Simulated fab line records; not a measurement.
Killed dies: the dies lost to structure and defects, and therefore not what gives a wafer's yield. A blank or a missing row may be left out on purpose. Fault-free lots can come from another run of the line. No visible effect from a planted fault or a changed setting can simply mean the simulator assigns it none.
Which tool was responsible? | flow nand harc | 13 lots, 39 wafers sampled, at 5 steps of a route of 1302

WHAT THE GAUGES SHOWED, per wafer
NHARC_A_SGD_CUT_OVL_MEAS_10. Usual: overlay x nm 0.0 nm, standard deviation 0.77; overlay y nm 0.0 nm, standard deviation 0.91.
lot  | measured     | on         | overlay x nm (nm) | overlay y nm (nm) | flag
L286 | day 19 16:34 | overlay-01 | 0.1 -0.4 -0.2     | 2.1 1.9 1.7       |
L292 | day 20 22:21 | overlay-01 | 1.2 1.0 2.2       | -1.1 0.0 -0.8     |
L289 | day 20 22:32 | overlay-02 | -0.8 -0.6 -1.2    | 0.2 -0.5 -0.3     |
L294 | day 21 23:44 | overlay-01 | 0.4 0.4 0.0       | -1.1 -0.9 -1.1    |
L293 | day 21 23:35 | overlay-01 | -0.3 -1.4 -0.9    | 0.9 0.6 0.8       |
L296 | day 23 09:53 | overlay-02 | 0.1 0.2 0.3       | 0.7 0.0 0.6       |
L297 | day 23 10:03 | overlay-02 | 1.0 0.0 -0.1      | -0.7 -0.7 -0.8    |
L298 | day 23 20:40 | overlay-01 | -0.4 0.2 -0.6     | 0.2 0.0 -0.2      |
L305 | day 26 20:59 | overlay-01 | 0.4 0.4 0.8       | -1.0 -1.3 -0.8    |
L306 | day 28 00:55 | overlay-01 | -0.7 -0.2 -0.5    | 0.4 0.6 0.3       |
L308 | day 28 01:29 | overlay-02 | -0.9 -0.8 -1.1    | 0.2 0.4 0.2       |
L307 | day 28 06:07 | overlay-02 | -1.1 -1.1 -0.9    | -0.1 -0.3 -0.1    |
L309 | day 28 17:30 | overlay-02 | 0.3 0.0 -0.3      | -1.0 -0.5 -0.8    |

NHARC_END_SORT_01. Usual: killed at array 54, standard deviation 16; killed at other 0.6, standard deviation 0.86; killed at periphery 3.8, standard deviation 2.6; killed dies 58, standard deviation 16; killed open 3.3, standard deviation 1.8; killed short 2.7, standard deviation 1.7.
lot  | measured     | on        | killed at array | killed at other | killed at periphery | killed dies | killed open | killed short | flag
L306 | day 33 14:54 | prober-02 | 115 155 157     | 1 0 1           | 5 2 3               | 121 157 161 | 2 4 5       | 1 0 3        | OFF
L307 | day 33 12:59 | prober-01 | 142 98 120      | 1 1 2           | 2 2 3               | 145 101 125 | 4 2 2       | 2 1 2        | OFF

WHICH TOOL RAN EACH LOT (tool, then ch and the chambers of the sampled wafers, then the start)
lot  | NHARC_A_STAIRCASE_CMP_450     | NHARC_A_STAIRCASE_ETCH_403          | NHARC_A_STAIRCASE_STRIP_475
L286 | cmp-01 ch 1,2, day 19 13:55   | wet bench-04 ch 0,2,3, day 19 14:17 | rie diel-09 ch 0,1, day 19 16:34 or earlier
L292 | cmp-03 ch 0,1,3, day 20 19:41 | wet bench-04 ch 1,3,4, day 20 20:05 | rie diel-06 ch 1,3, day 20 22:21 or earlier
L289 | cmp-01 ch 0,1,3, day 20 19:49 | wet bench-04 ch 1,2,5, day 20 20:10 | rie diel-09 ch 0,1,2, day 20 22:32 or earlier
L294 | cmp-04 ch 0,1,2, day 21 20:11 | wet bench-06 ch 2,5,7, day 21 20:34 | rie diel-02 ch 0,1,2, day 21 23:44 or earlier
L293 | cmp-03 ch 0,1,2, day 21 20:20 | wet bench-01 ch 4,5,7, day 21 20:43 | rie diel-02 ch 0,2,3, day 21 23:35 or earlier
L296 | cmp-01 ch 0,1,2, day 23 07:07 | wet bench-06 ch 3,4,6, day 23 07:29 | rie diel-09 ch 1,3, day 23 08:18
L297 | cmp-03 ch 0,1,2, day 23 07:22 | wet bench-01 ch 3,5,6, day 23 07:44 | rie diel-02 ch 0,3, day 23 10:03 or earlier
L298 | cmp-01 ch 0,1,3, day 23 17:58 | wet bench-04 ch 1,5,7, day 23 18:21 | rie diel-02 ch 1,2,3, day 23 20:40 or earlier
L305 | cmp-04 ch 1,2,3, day 26 18:17 | wet bench-04 ch 3,4,5, day 26 18:41 | rie diel-06 ch 0,2,3, day 26 20:59 or earlier
L306 | cmp-01 ch 0,1,2, day 27 17:11 | wet bench-06 ch 4,5,7, day 27 17:32 | rie diel-09 ch 0,1,3, day 28 00:55 or earlier
L308 | cmp-01 ch 1,2,3, day 27 22:52 | wet bench-04 ch 0,1,5, day 27 23:13 | rie diel-06 ch 0,3, day 28 01:29 or earlier
L307 | cmp-01 ch 0,2,3, day 27 23:05 | wet bench-06 ch 3,4,6, day 27 23:28 | rie diel-06 ch 0,2,3, day 28 06:07 or earlier
L309 | cmp-01 ch 0,3, day 28 14:56   | wet bench-01 ch 2,3,6, day 28 15:19 | rie diel-09 ch 0,1,3, day 28 17:30 or earlier
- NHARC_A_STAIRCASE_CMP_450: polishes SiO2, target thk 200 nm.
- NHARC_A_STAIRCASE_ETCH_403: etches SiO2 in dHF, target depth 108.2 nm.
- NHARC_A_STAIRCASE_STRIP_475: strips in O2, time 20 s.

AS READ BY THE TOOLS THEMSELVES (means over the sampled wafers that have a number; for cases with no such wafer, the mark the record gives instead)
NHARC_A_STAIRCASE_CMP_450. Usual: motor current A 12.6 A, standard deviation 0.98; retaining ring pressure frac 1.001, standard deviation 0.0046.
lot  | tool   | motor current A (A) | retaining ring pressure frac | flag
L286 | cmp-01 | 13.4                | 1.005                        |
L292 | cmp-03 | 12.7                | 1.001                        |
L289 | cmp-01 | 12.3                | 1.001                        |
L294 | cmp-04 | 12.2                | 1.000                        |
L293 | cmp-03 | 12.5                | 1.003                        |
L296 | cmp-01 | 13.4                | 1.000                        |
L297 | cmp-03 | 12.6                | 0.998                        |
L298 | cmp-01 | 12.8                | 1.004                        |
L305 | cmp-04 | 12.3                | 0.999                        |
L306 | cmp-01 | 14.0                | 1.002                        |
L308 | cmp-01 | 12.9                | 0.999                        |
L307 | cmp-01 | 12.6                | 0.999                        |
L309 | cmp-01 | 11.8                | 1.004                        |

NHARC_A_STAIRCASE_STRIP_475. Usual: drypump motor current A 5.6 A, standard deviation 0.32; oes product au 1.001 a.u., standard deviation 0.0067; rf vpp V 57.8 V, standard deviation 0.91; showerhead plenum p Torr 3.54 Torr, standard deviation 0.15; throttle valve pct 17.037 %, standard deviation 0.009.
lot  | tool        | drypump motor current A (A) | oes product au (a.u.) | rf vpp V (V) | showerhead plenum p Torr (Torr) | throttle valve pct (%) | flag
L286 | rie diel-09 | 5.8                         | 1.011                 | 59.3         | 3.68                            | 17.027                 |
L292 | rie diel-06 | 5.5                         | 1.008                 | 56.9         | 3.41                            | 17.028                 |
L289 | rie diel-09 | 5.8                         | 0.999                 | 58.0         | 3.61                            | 17.042                 |
L294 | rie diel-02 | 5.6                         | 0.999                 | 57.6         | 3.43                            | 17.033                 |
L293 | rie diel-02 | 5.3                         | 1.007                 | 57.9         | 3.58                            | 17.052                 |
L296 | rie diel-09 | 5.4                         | 0.998                 | 57.8         | 3.57                            | 17.034                 |
L297 | rie diel-02 | 5.2                         | 1.002                 | 57.6         | 3.65                            | 17.044                 |
L298 | rie diel-02 | 5.5                         | 1.003                 | 58.0         | 3.56                            | 17.036                 |
L305 | rie diel-06 | 6.0                         | 1.000                 | 58.5         | 3.58                            | 17.036                 |
L306 | rie diel-09 | 5.6                         | 0.997                 | 57.9         | 3.60                            | 17.034                 |
L308 | rie diel-06 | 6.0                         | 1.004                 | 57.4         | 3.53                            | 17.037                 |
L307 | rie diel-06 | 6.0                         | 1.005                 | 57.5         | 3.57                            | 17.037                 |
L309 | rie diel-09 | 5.5                         | 1.000                 | 58.4         | 3.59                            | 17.035                 |

THE ANSWER, worked out from the rows above alone
Rule: lot off if the mean of its wafers having a number is beyond 3 standard deviations from the usual mean. Also off: a lot with no number at a reading for which 4 or more lots have one. All remaining lots with rows at the step are treated as sound. First the gauges in route order, then the tools' own readings, where a lot's mean is used as printed above. At the first step where some lot is off, the reading lying furthest off is the one used; lots without a number count as furthest.
Off at NHARC_END_SORT_01 (killed at array): L306, L307. Neither off nor sound, because the step has no rows for them: L286, L292, L289, L294, L293, L296, L297, L298, L305, L308, L309.
A tool fits if, at a process step before that reading, it ran every lot that is off, and no sound lot after the first of them. Gauges at NHARC_END_SORT_01: tried the same way as those tools. With no start given for some of its lots, NHARC_A_STAIRCASE_STRIP_475 uses the hours and lot order of NHARC_A_SGD_CUT_OVL_MEAS_10. Can't be told from this: 2 tools fit, cmp-01 at NHARC_A_STAIRCASE_CMP_450, wet bench-06 at NHARC_A_STAIRCASE_ETCH_403.

WHAT THE SIMULATOR HAD INSERTED
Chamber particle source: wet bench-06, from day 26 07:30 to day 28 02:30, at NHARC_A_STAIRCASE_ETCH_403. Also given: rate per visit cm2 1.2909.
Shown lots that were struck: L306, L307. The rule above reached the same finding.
